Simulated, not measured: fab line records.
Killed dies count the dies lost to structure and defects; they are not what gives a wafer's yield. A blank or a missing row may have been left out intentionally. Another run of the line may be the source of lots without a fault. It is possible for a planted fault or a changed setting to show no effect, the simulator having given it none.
Which tool did it?    flow n5Finfet    10 lots with 30 wafers sampled at 3 steps, on a route of 1938 steps

WHAT EACH GAUGE READ, for each wafer
N5_SD_ACTIVATION_RS_MEAS_03: the measuring method here is four-point-probe.
lot   measured     on            RS_SD_P (ohm/sq)
L563  day 3 09:24  filmMetro-01  56.3 56.1 55.7
L564  day 3 18:49  filmMetro-01  56.5 57.6 56.6
L565  day 4 01:57  filmMetro-01  55.8 55.6 55.1
L573  day 6 05:38  filmMetro-01  73.7 73.0 72.8
L575  day 6 13:19  filmMetro-02  76.5 75.6 76.4
L576  day 6 19:01  filmMetro-01  56.9 57.9 58.0
L577  day 7 03:34  filmMetro-01  56.4 56.5 56.0
L580  day 7 16:53  filmMetro-01  56.2 55.4 56.1
L582  day 8 06:17  filmMetro-01  56.8 57.7 57.6
L585  day 8 23:10  filmMetro-01  55.9 56.1 55.6

EACH LOT AND THE TOOL THAT RAN IT (in order: tool; ch and the chambers of the sampled wafers; start)
lot   N5_SD_EPI_P_EPI_21             N5_SD_ACTIVATION_LSA_01
L563  epiRpcvd-02 ch 0, day 3 06:48  laserAnneal-02 ch 0, day 3 09:13
L564  epiRpcvd-04 ch 0, day 3 15:14  laserAnneal-02 ch 0, day 3 18:35
L565  epiRpcvd-03 ch 0, day 3 23:09  laserAnneal-01 ch 0, day 4 01:45
L573  epiRpcvd-04 ch 0, day 6 01:58  laserAnneal-01 ch 0, day 6 05:25
L575  epiRpcvd-04 ch 0, day 6 10:52  laserAnneal-01 ch 0, day 6 13:08
L576  epiRpcvd-03 ch 0, day 6 15:29  laserAnneal-02 ch 0, day 6 18:49
L577  epiRpcvd-03 ch 0, day 7 00:40  laserAnneal-01 ch 0, day 7 03:22
L580  epiRpcvd-03 ch 0, day 7 14:05  laserAnneal-02 ch 0, day 7 16:41
L582  epiRpcvd-03 ch 0, day 8 03:13  laserAnneal-02 ch 0, day 8 06:05
L585  epiRpcvd-02 ch 0, day 8 21:02  laserAnneal-01 ch 0, day 8 22:59
- N5_SD_EPI_P_EPI_21: deposits SiGe:B, time 355 s.
- N5_SD_ACTIVATION_LSA_01: time 0.0008 s.

THE ANSWER, worked out from the rows above alone
Rule: the lots themselves supply what counts as usual. Put in order of their means at a reading, lots are off if they are a third of the lots or fewer, leave a main group of 4 or more, and stand apart from it by a gap of 3 or more times the standard deviation of the main group's means; of several such gaps the widest counts. The tables above print the reading to a certain number of digits; a main group whose means all agree to those digits is not used. Also off: a lot with no number at a reading for which 4 or more lots have one. The other lots that the step has rows for count as sound.
Off: at N5_SD_ACTIVATION_RS_MEAS_03 (RS_SD_P), L573, L575. The main group has a mean of 56.4 ohm/sq with a standard deviation of 0.72.
A tool fits if, at a process step before that reading, it ran every lot that is off, and no sound lot after the first of them. Gauges at N5_SD_ACTIVATION_RS_MEAS_03: tried the same way as those tools. One fits: epiRpcvd-04 at N5_SD_EPI_P_EPI_21. A fault onset in the window from L564 (day 3 15:14, its last sound lot) to L573 (day 6 01:58, its first lot off) fits.

WHAT THE SIMULATOR PUT IN
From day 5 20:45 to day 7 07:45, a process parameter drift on epiRpcvd-04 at N5_SD_EPI_P_EPI_21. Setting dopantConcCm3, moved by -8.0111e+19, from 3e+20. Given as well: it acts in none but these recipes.
Struck lots among those shown: L573, L575. Same finding as the rule above.
